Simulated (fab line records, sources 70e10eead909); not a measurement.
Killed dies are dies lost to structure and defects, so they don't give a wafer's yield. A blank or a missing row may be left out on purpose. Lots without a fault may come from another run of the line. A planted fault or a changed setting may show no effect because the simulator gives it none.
Which tool did it? | flow nand_harc | 24 lots, 72 wafers sampled, at 5 steps of a route of 1159

WHAT THE GAUGES READ, wafer by wafer
NHARC_A_CHANNEL_HOLE_D1_CD_MEAS_10: target cd 100 nm. Usual: cd_nm 99.7 nm, standard deviation 0.6.
lot  | measured     | on        | cd_nm (nm)        | flag
L074 | day 8 04:55  | cd_sem-01 | 99.9 100.4 100.0  |
L075 | day 8 04:43  | cd_sem-01 | 99.4 99.3 99.2    |
L076 | day 9 02:03  | cd_sem-02 | 100.6 99.5 100.6  |
L077 | day 9 01:02  | cd_sem-03 | 99.3 99.2 100.0   |
L079 | day 9 00:53  | cd_sem-02 | 100.3 99.5 99.6   |
L078 | day 9 09:22  | cd_sem-02 | 99.5 99.9 99.6    |
L081 | day 9 23:57  | cd_sem-01 | 100.5 98.9 99.0   |
L080 | day 10 00:23 | cd_sem-03 | 100.3 99.3 100.3  |
L082 | day 10 10:58 | cd_sem-02 | 99.3 98.6 99.7    |
L083 | day 10 15:16 | cd_sem-03 | 99.6 100.3 100.0  |
L084 | day 10 20:20 | cd_sem-02 | 98.8 100.0 99.8   |
L087 | day 12 04:23 | cd_sem-01 | 100.4 100.1 99.6  |
L086 | day 12 04:12 | cd_sem-02 | 99.3 100.0 98.9   |
L085 | day 12 02:30 | cd_sem-02 | 100.5 99.4 100.1  |
L088 | day 12 02:11 | cd_sem-02 | 99.6 100.1 100.4  |
L089 | day 12 16:47 | cd_sem-03 | 99.6 100.2 100.3  |
L090 | day 12 15:20 | cd_sem-03 | 100.6 100.0 100.0 |
L092 | day 12 16:38 | cd_sem-02 | 99.5 99.2 98.0    |
L091 | day 12 14:49 | cd_sem-03 | 99.6 99.8 99.0    |
L094 | day 12 22:11 | cd_sem-03 | 99.6 98.1 99.3    |
L093 | day 12 22:55 | cd_sem-01 | 100.2 99.3 99.4   |
L095 | day 13 15:19 | cd_sem-01 | 100.5 99.6 100.1  |
L096 | day 13 16:49 | cd_sem-02 | 98.2 99.0 99.7    |
L097 | day 14 01:10 | cd_sem-02 | 100.5 100.1 100.3 |

WHICH TOOL RAN EACH LOT (tool, then ch and the chambers of the sampled wafers, then the start)
lot  | NHARC_P_M2_DESCUM_14               | NHARC_P_M2_DEGAS_29          | NHARC_P_BONDPAD_ETCH_24                       | NHARC_A_ZERO_WELL_DESCUM_12
L074 | rie_diel-13 ch 0,1,3, day 5 18:46  | pvd_sputter-03, day 5 19:49  | rie_diel-11 ch 0,1,2, day 6 03:17 or earlier  | rie_diel-05 ch 0,1, day 6 03:17
L075 | rie_diel-03 ch 0,1,3, day 6 04:11  | pvd_sputter-01, day 6 05:12  | rie_diel-02 ch 0,2,3, day 6 12:39 or earlier  | rie_diel-07 ch 0,1,2, day 6 12:39
L076 | rie_diel-13 ch 0,2,3, day 7 00:43  | pvd_sputter-03, day 7 01:46  | rie_diel-01 ch 0,1,3, day 7 09:22 or earlier  | rie_diel-05 ch 2,3, day 7 09:22
L077 | rie_diel-13 ch 1,2,3, day 7 01:46  | pvd_sputter-01, day 7 03:13  | rie_diel-11 ch 0,2,3, day 7 10:53 or earlier  | rie_diel-04 ch 0,1, day 7 10:53
L079 | rie_diel-03 ch 0,1,3, day 7 02:52  | pvd_sputter-01, day 7 03:53  | rie_diel-11 ch 0,2,3, day 7 11:35 or earlier  | rie_diel-07 ch 0,2, day 7 11:35
L078 | rie_diel-03 ch 0,2, day 7 09:46    | pvd_sputter-03, day 7 10:48  | rie_diel-11 ch 1,2,3, day 7 18:17 or earlier  | rie_diel-05 ch 1,2,3, day 7 18:17
L081 | rie_diel-03 ch 0,1,2, day 7 23:50  | pvd_sputter-01, day 8 00:52  | rie_diel-11 ch 0,3, day 8 08:20 or earlier    | rie_diel-05 ch 0,2,3, day 8 08:20
L080 | rie_diel-03 ch 0,1,2, day 8 00:04  | pvd_sputter-02, day 8 01:14  | rie_diel-11 ch 0,2,3, day 8 08:44 or earlier  | rie_diel-04 ch 0,2,3, day 8 08:44
L082 | rie_diel-03 ch 0,1, day 8 10:29    | pvd_sputter-01, day 8 11:32  | rie_diel-11 ch 0,1,3, day 8 19:08 or earlier  | rie_diel-05 ch 1,2, day 8 19:08
L083 | rie_diel-03 ch 2,3, day 8 16:20    | pvd_sputter-01, day 8 17:28  | rie_diel-01 ch 1,2,3, day 8 21:37             | rie_diel-05 ch 1,3, day 9 00:59
L084 | rie_diel-06 ch 2,3, day 8 22:10    | pvd_sputter-03, day 8 23:16  | rie_diel-02 ch 2,3, day 9 06:41 or earlier    | rie_diel-05 ch 0,2,3, day 9 06:41
L087 | rie_diel-13 ch 1,2,3, day 10 03:11 | pvd_sputter-03, day 10 04:13 | rie_diel-01 ch 0,1,2, day 10 12:04 or earlier | rie_diel-05 ch 0,1,3, day 10 12:04
L086 | rie_diel-13 ch 0,2,3, day 10 03:28 | pvd_sputter-03, day 10 04:37 | rie_diel-01 ch 1,3, day 10 12:24 or earlier   | rie_diel-05 ch 0,1,3, day 10 12:24
L085 | rie_diel-13 ch 1,2,3, day 10 04:09 | pvd_sputter-03, day 10 05:31 | rie_diel-11 ch 0,1,3, day 10 13:08 or earlier | rie_diel-04 ch 2,3, day 10 13:08
L088 | rie_diel-13 ch 0,1,2, day 10 04:58 | pvd_sputter-01, day 10 06:17 | rie_diel-11 ch 1,2,3, day 10 13:49 or earlier | rie_diel-04 ch 0,2,3, day 10 13:49
L089 | rie_diel-13 ch 0,3, day 10 08:06   | pvd_sputter-03, day 10 09:11 | rie_diel-02 ch 0,3, day 10 17:17 or earlier   | rie_diel-05 ch 1,2, day 10 17:17
L090 | rie_diel-03 ch 2,3, day 10 11:25   | pvd_sputter-02, day 10 12:30 | rie_diel-11 ch 0,1,3, day 10 20:29 or earlier | rie_diel-04 ch 1,2,3, day 10 20:29
L092 | rie_diel-03 ch 1,2,3, day 10 13:57 | pvd_sputter-01, day 10 15:16 | rie_diel-11 ch 1,2,3, day 10 22:59 or earlier | rie_diel-04 ch 0,2,3, day 10 22:59
L091 | rie_diel-03 ch 2,3, day 10 15:04   | pvd_sputter-02, day 10 16:24 | rie_diel-11 ch 1,2, day 11 00:01 or earlier   | rie_diel-07 ch 0,1,2, day 11 00:01
L094 | rie_diel-03 ch 2,3, day 10 21:09   | pvd_sputter-03, day 10 22:22 | rie_diel-11 ch 1,3, day 11 06:05 or earlier   | rie_diel-07 ch 0,3, day 11 06:05
L093 | rie_diel-03 ch 2,3, day 10 21:38   | pvd_sputter-02, day 10 22:58 | rie_diel-01 ch 0,1,2, day 11 07:07 or earlier | rie_diel-04 ch 0,1,3, day 11 07:07
L095 | rie_diel-03 ch 0,1,2, day 11 14:26 | pvd_sputter-03, day 11 15:29 | rie_diel-11 ch 0,3, day 11 23:24 or earlier   | rie_diel-04 ch 2,3, day 11 23:24
L096 | rie_diel-03 ch 1,2,3, day 11 14:58 | pvd_sputter-02, day 11 15:58 | rie_diel-11 ch 0,1,2, day 11 23:44 or earlier | rie_diel-05 ch 1,2,3, day 11 23:44
L097 | rie_diel-03 ch 1,2,3, day 12 00:16 | pvd_sputter-02, day 12 01:18 | rie_diel-01 ch 0,1,3, day 12 09:14 or earlier | rie_diel-07 ch 0,1,2, day 12 09:14
- NHARC_P_M2_DESCUM_14: chemistry O2, time 3 s.
- NHARC_P_M2_DEGAS_29: time 60 s.
- NHARC_P_BONDPAD_ETCH_24: etches the open film in CF4/N2, target depth 30 nm, time 72.99 s.
- NHARC_A_ZERO_WELL_DESCUM_12: chemistry O2, time 3 s.

WHAT THE TOOLS THEMSELVES READ (means of the sampled wafers that have a number; where no wafer has one, the mark that the record gives instead)
NHARC_P_M2_DESCUM_14. Usual: drypump_motor_current_A 5.9 A, standard deviation 0.58; oes_product_au 1.001 a.u., standard deviation 0.011; rf_vpp_V 57.7 V, standard deviation 0.85; showerhead_plenum_p_Torr 1.89 Torr, standard deviation 0.062; throttle_valve_pct 11.310 %, standard deviation 0.0083.
lot  | tool        | drypump_motor_current_A (A) | oes_product_au (a.u.) | rf_vpp_V (V) | showerhead_plenum_p_Torr (Torr) | throttle_valve_pct (%) | flag
L074 | rie_diel-13 | 5.7                         | 1.001                 | 58.3         | 1.92                            | 11.306                 |
L075 | rie_diel-03 | 5.7                         | 1.014                 | 58.1         | 1.85                            | 11.312                 |
L076 | rie_diel-13 | 5.8                         | 1.002                 | 58.4         | 1.88                            | 11.306                 |
L077 | rie_diel-13 | 5.8                         | 0.991                 | 58.4         | 1.96                            | 11.308                 |
L079 | rie_diel-03 | 5.7                         | 1.004                 | 57.2         | 1.85                            | 11.308                 |
L078 | rie_diel-03 | 5.6                         | 1.001                 | 57.6         | 1.88                            | 11.310                 |
L081 | rie_diel-03 | 5.4                         | 0.995                 | 57.6         | 1.88                            | 11.311                 |
L080 | rie_diel-03 | 5.4                         | 1.002                 | 57.3         | 1.88                            | 11.310                 |
L082 | rie_diel-03 | 5.0                         | 1.000                 | 57.1         | 1.84                            | 11.313                 |
L083 | rie_diel-03 | 6.3                         | 1.005                 | 58.2         | 1.89                            | 11.308                 |
L084 | rie_diel-06 | 6.1                         | 0.989                 | 57.7         | 1.90                            | 11.313                 |
L087 | rie_diel-13 | 5.7                         | 1.003                 | 57.5         | 1.95                            | 11.305                 |
L086 | rie_diel-13 | 5.8                         | 1.000                 | 57.9         | 1.87                            | 11.310                 |
L085 | rie_diel-13 | 5.8                         | 1.007                 | 57.9         | 1.95                            | 11.312                 |
L088 | rie_diel-13 | 5.7                         | 1.004                 | 57.2         | 1.90                            | 11.317                 |
L089 | rie_diel-13 | 5.8                         | 0.999                 | 58.5         | 1.89                            | 11.311                 |
L090 | rie_diel-03 | 6.3                         | 1.003                 | 57.0         | 1.89                            | 11.316                 |
L092 | rie_diel-03 | 6.1                         | 1.004                 | 57.8         | 1.89                            | 11.307                 |
L091 | rie_diel-03 | 6.3                         | 0.992                 | 57.9         | 1.89                            | 11.310                 |
L094 | rie_diel-03 | 6.6                         | 1.013                 | 57.6         | 1.86                            | 11.315                 |
L093 | rie_diel-03 | 6.3                         | 0.996                 | 57.9         | 1.89                            | 11.304                 |
L095 | rie_diel-03 | 5.4                         | 1.000                 | 57.4         | 1.87                            | 11.313                 |
L096 | rie_diel-03 | 6.1                         | 1.006                 | 56.9         | 1.89                            | 11.308                 |
L097 | rie_diel-03 | 6.1                         | 1.002                 | 57.4         | 1.89                            | 11.312                 |

NHARC_P_M2_DEGAS_29. Usual: heater_power_w 335 W, standard deviation 42.
lot  | tool           | heater_power_w (W) | flag
L074 | pvd_sputter-03 | 310                |
L075 | pvd_sputter-01 | 331                |
L076 | pvd_sputter-03 | 326                |
L077 | pvd_sputter-01 | 365                |
L079 | pvd_sputter-01 | 305                |
L078 | pvd_sputter-03 | 325                |
L081 | pvd_sputter-01 | 341                |
L080 | pvd_sputter-02 | 341                |
L082 | pvd_sputter-01 | 349                |
L083 | pvd_sputter-01 | 345                |
L084 | pvd_sputter-03 | 330                |
L087 | pvd_sputter-03 | 306                |
L086 | pvd_sputter-03 | 287                |
L085 | pvd_sputter-03 | 313                |
L088 | pvd_sputter-01 | 336                |
L089 | pvd_sputter-03 | 355                |
L090 | pvd_sputter-02 | 348                |
L092 | pvd_sputter-01 | 345                |
L091 | pvd_sputter-02 | 357                |
L094 | pvd_sputter-03 | 315                |
L093 | pvd_sputter-02 | 343                |
L095 | pvd_sputter-03 | 318                |
L096 | pvd_sputter-02 | 351                |
L097 | pvd_sputter-02 | 356                |

NHARC_P_BONDPAD_ETCH_24. Usual: drypump_motor_current_A 5.7 A, standard deviation 0.53; oes_product_au 0.998 a.u., standard deviation 0.013; rf_vpp_V 314.2 V, standard deviation 1.9; showerhead_plenum_p_Torr 2.62 Torr, standard deviation 0.11; throttle_valve_pct 19.795 %, standard deviation 0.0095.
lot  | tool        | drypump_motor_current_A (A) | oes_product_au (a.u.) | rf_vpp_V (V) | showerhead_plenum_p_Torr (Torr) | throttle_valve_pct (%) | flag
L074 | rie_diel-11 | 5.9                         | 0.999                 | 314.8        | 2.67                            | 19.805                 |
L075 | rie_diel-02 | 5.9                         | 0.987                 | 313.4        | 2.53                            | 19.799                 |
L076 | rie_diel-01 | 5.8                         | 1.004                 | 315.8        | 2.69                            | 19.791                 |
L077 | rie_diel-11 | 5.4                         | 0.997                 | 312.9        | 2.58                            | 19.794                 |
L079 | rie_diel-11 | 5.4                         | 0.989                 | 312.9        | 2.58                            | 19.798                 |
L078 | rie_diel-11 | 5.6                         | 0.994                 | 313.5        | 2.58                            | 19.791                 |
L081 | rie_diel-11 | 5.3                         | 1.006                 | 312.8        | 2.54                            | 19.806                 |
L080 | rie_diel-11 | 5.4                         | 0.987                 | 313.3        | 2.58                            | 19.791                 |
L082 | rie_diel-11 | 5.8                         | 1.007                 | 314.3        | 2.62                            | 19.790                 |
L083 | rie_diel-01 | 5.6                         | 1.010                 | 316.0        | 2.68                            | 19.791                 |
L084 | rie_diel-02 | 5.8                         | 0.990                 | 312.6        | 2.56                            | 19.803                 |
L087 | rie_diel-01 | 5.3                         | 1.004                 | 314.8        | 2.67                            | 19.790                 |
L086 | rie_diel-01 | 6.1                         | 1.007                 | 315.8        | 2.69                            | 19.792                 |
L085 | rie_diel-11 | 5.7                         | 1.004                 | 314.2        | 2.62                            | 19.792                 |
L088 | rie_diel-11 | 5.6                         | 0.993                 | 313.4        | 2.58                            | 19.794                 |
L089 | rie_diel-02 | 6.0                         | 0.989                 | 312.4        | 2.49                            | 19.794                 |
L090 | rie_diel-11 | 5.7                         | 0.995                 | 314.4        | 2.62                            | 19.793                 |
L092 | rie_diel-11 | 5.6                         | 1.001                 | 313.0        | 2.58                            | 19.792                 |
L091 | rie_diel-11 | 5.6                         | 1.002                 | 314.3        | 2.62                            | 19.793                 |
L094 | rie_diel-11 | 5.5                         | 1.002                 | 312.2        | 2.53                            | 19.788                 |
L093 | rie_diel-01 | 5.3                         | 0.998                 | 314.8        | 2.67                            | 19.796                 |
L095 | rie_diel-11 | 5.3                         | 1.002                 | 312.3        | 2.53                            | 19.794                 |
L096 | rie_diel-11 | 5.8                         | 1.010                 | 315.7        | 2.66                            | 19.801                 |
L097 | rie_diel-01 | 5.8                         | 1.002                 | 315.8        | 2.67                            | 19.796                 |

NHARC_A_ZERO_WELL_DESCUM_12. Usual: drypump_motor_current_A 6.0 A, standard deviation 0.44; oes_product_au 1.003 a.u., standard deviation 0.011; rf_vpp_V 57.9 V, standard deviation 0.84; showerhead_plenum_p_Torr 1.93 Torr, standard deviation 0.066; throttle_valve_pct 11.311 %, standard deviation 0.009.
lot  | tool        | drypump_motor_current_A (A) | oes_product_au (a.u.) | rf_vpp_V (V) | showerhead_plenum_p_Torr (Torr) | throttle_valve_pct (%) | flag
L074 | rie_diel-05 | 6.1                         | 1.015                 | 58.1         | 1.97                            | 11.304                 |
L075 | rie_diel-07 | 6.0                         | 0.986                 | 58.3         | 1.90                            | 11.305                 |
L076 | rie_diel-05 | 5.8                         | 1.004                 | 58.0         | 1.95                            | 11.315                 |
L077 | rie_diel-04 | 6.0                         | 1.013                 | 56.6         | 1.90                            | 11.321                 |
L079 | rie_diel-07 | 6.3                         | 0.984                 | 58.3         | 1.92                            | 11.309                 |
L078 | rie_diel-05 | 5.6                         | 1.005                 | 58.1         | 1.94                            | 11.311                 |
L081 | rie_diel-05 | 5.8                         | 0.998                 | 57.7         | 1.93                            | 11.310                 |
L080 | rie_diel-04 | 6.3                         | 1.007                 | 57.7         | 1.92                            | 11.316                 |
L082 | rie_diel-05 | 6.0                         | 0.992                 | 58.5         | 2.00                            | 11.299                 |
L083 | rie_diel-05 | 5.2                         | 1.010                 | 57.7         | 1.87                            | 11.307                 |
L084 | rie_diel-05 | 5.9                         | 1.009                 | 58.9         | 1.93                            | 11.311                 |
L087 | rie_diel-05 | 5.7                         | 0.999                 | 57.6         | 1.92                            | 11.307                 |
L086 | rie_diel-05 | 5.7                         | 0.994                 | 57.8         | 1.92                            | 11.314                 |
L085 | rie_diel-04 | 6.4                         | 1.011                 | 58.5         | 1.92                            | 11.302                 |
L088 | rie_diel-04 | 6.3                         | 1.000                 | 57.5         | 1.92                            | 11.303                 |
L089 | rie_diel-05 | 5.8                         | 0.998                 | 58.8         | 1.99                            | 11.304                 |
L090 | rie_diel-04 | 6.3                         | 1.002                 | 57.1         | 1.90                            | 11.308                 |
L092 | rie_diel-04 | 6.2                         | 1.005                 | 57.0         | 1.92                            | 11.319                 |
L091 | rie_diel-07 | 6.0                         | 0.987                 | 56.6         | 1.90                            | 11.314                 |
L094 | rie_diel-07 | 5.9                         | 1.009                 | 58.3         | 1.99                            | 11.308                 |
L093 | rie_diel-04 | 6.1                         | 1.009                 | 57.9         | 1.92                            | 11.320                 |
L095 | rie_diel-04 | 6.4                         | 1.009                 | 57.4         | 1.92                            | 11.316                 |
L096 | rie_diel-05 | 5.6                         | 0.996                 | 58.3         | 1.93                            | 11.311                 |
L097 | rie_diel-07 | 6.0                         | 0.998                 | 58.1         | 1.89                            | 11.312                 |

THE ANSWER, worked out from the rows above alone
Rule: a lot is off if the mean of its wafers that have a number lies more than 3 standard deviations from the usual mean. A lot without any number at a reading at which 4 lots or more have one is off too. The other lots that the step has rows for count as sound. The gauges are gone through in route order, then the tools' own readings, and for those a lot's mean is taken as printed above. The first step at which some lot is off is used, and at that step the reading that is off furthest; a lot without a number counts as furthest.
No lot is off at any reading shown: from this, nothing can be told.

WHAT THE SIMULATOR HAD PUT IN
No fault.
